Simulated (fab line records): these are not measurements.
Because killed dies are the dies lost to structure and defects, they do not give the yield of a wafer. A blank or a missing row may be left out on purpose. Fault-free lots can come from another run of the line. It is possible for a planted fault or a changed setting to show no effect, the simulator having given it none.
Comparing a struck lot with a sound one + flow n5Finfet + 15 steps out of a route of 1938
Sound: these wafers, L710.1, L710.5, L710.6. Struck: wafer L713.2. (L713.1, L713.5 of the same lot were not struck and are left out.) The cause comes at the end.
At each step with rows: each side's tool, then ch and its chambers, then its first start. Under that, the readings that differ: sound wafers + struck wafers + difference of the means + sigmas: that difference in standard deviations of wafers without a fault.
alike: readings with means less than 2 such deviations apart, plus words and numbers identical on both sides. not compared: withheld readings, readings lacking a value on some wafer, bounds such as >300 that could conceal the same value, and numbers that have no deviation in the record and whose values overlap.
Wherever a step has rows on one side only, a row that says differs or no value, or a row with sigmas, the two part there. When numbers do not overlap yet have no deviation, they are printed without sigmas and do not part them. A reading missing from all wafers of one side parts the sides only when that side holds two or more wafers.

first, 1 step without rows for these wafers: N5_HKMG_FIN_ETCH_35 (etches SOC in N2/H2, target depth 215.8 nm, time 243.4 s).
N5_HKMG_FIN_STRIP_92: strips SOC in N2/H2, time 20 s.
  sound on rieDiel-02 ch 0,1,2, day 4 07:44; struck on rieDiel-04 ch 1, day 5 02:44
  alike: drypumpMotorCurrentA, oesProductAu, rfVppV, showerheadPlenumPTorr, throttleValvePct
  not compared: rfHoursCounterH
then, 5 steps without rows for these wafers: N5_HKMG_FIN_WET_ETCH_18 (etches TiN in SC1, time 55 s, target depth 5.2 nm, rinse time 30 s); N5_HKMG_FIN_STRIP_19 (strips in N2/H2, time 360 s); N5_HKMG_FIN_ALD_91 (deposits TiN, target thk 1 nm, pulse time 1 s, purge time 3 s); N5_HKMG_FIN_COAT_85 (time 60 s, resist thk 300 nm); N5_HKMG_FIN_ETCH_86 (etches SOC in N2/H2, stops on TiN, target depth 393.2 nm).
N5_HKMG_FIN_STRIP_89: strips SOC in N2/H2, time 20 s.
  sound on rieDiel-02 ch 0,2,3, day 4 08:42; struck on rieDiel-02 ch 3, day 5 03:40
  alike: drypumpMotorCurrentA, oesProductAu, rfVppV, showerheadPlenumPTorr, throttleValvePct
  not compared: rfHoursCounterH
then, 1 step without rows for these wafers: N5_HKMG_FIN_WET_ETCH_87 (etches TiN in SC1, time 154.2 s, target depth 4.7 nm, rinse time 30 s).
N5_HKMG_FIN_STRIP_88: strips in N2/H2, time 360 s.
  sound on plasmaAsher-01 ch 0,1, day 4 08:57; struck on plasmaAsher-01 ch 1, day 5 03:52
  alike: drypumpMotorCurrentA, heaterPowerW
  not compared: rfHoursCounterH
N5_HKMG_FIN_NWFM_ALD_20: deposits TiAlC, target thk 2 nm, pulse time 3 s, purge time 2 s.
  sound on aldMetal-04 ch 0,3, day 4 09:20; struck on aldMetal-02 ch 3, day 5 04:14
| reading                 | sound             | struck | difference | sigmas |
|-------------------------|-------------------|--------|------------|--------|
| precursorPulseHeightRel | 0.978 1.011 0.959 | 1.024  | +0.041     | +2     |
  alike: heaterPowerW
then, 1 step without rows for these wafers: N5_HKMG_FIN_ALD_71 (deposits TiN, target thk 1 nm, pulse time 1 s, purge time 3 s).
N5_HKMG_FIN_COAT_66: time 60 s, resist thk 300 nm.
  sound on lithoTrack-01 ch 0, day 4 09:43; struck on lithoTrack-04 ch 0, day 5 04:37
| reading               | sound             | struck | difference | sigmas |
|-----------------------|-------------------|--------|------------|--------|
| heaterPowerTotalW (W) | 502.8 502.5 502.6 | 537.5  | +34.9      | +18    |
| runLengthS (s)        | 66.30 66.11 66.17 | 59.50  | -6.69      | -26    |
N5_HKMG_FIN_ETCH_67: etches SOC in N2/H2, stops on TiN, target depth 388.9 nm.
  sound on rieDiel-03 ch 0,3, day 4 09:48; struck on rieDiel-04 ch 1, day 5 04:41
| reading                  | sound          | struck | difference | sigmas |
|--------------------------|----------------|--------|------------|--------|
| drypumpMotorCurrentA (A) | 5.45 5.90 5.43 | 6.07   | +0.48      | +2     |
  alike: oesProductAu, rfVppV, showerheadPlenumPTorr, throttleValvePct
  not compared: rfHoursCounterH
N5_PASSIVATION_PROBE_49:
  sound wafers here have rows in the record (prober-02, day 14 17:36); struck ones have none

WHERE THEY PART
First at N5_HKMG_FIN_NWFM_ALD_20; last, within this record, at N5_PASSIVATION_PROBE_49.

WHY: whatever the simulator had introduced
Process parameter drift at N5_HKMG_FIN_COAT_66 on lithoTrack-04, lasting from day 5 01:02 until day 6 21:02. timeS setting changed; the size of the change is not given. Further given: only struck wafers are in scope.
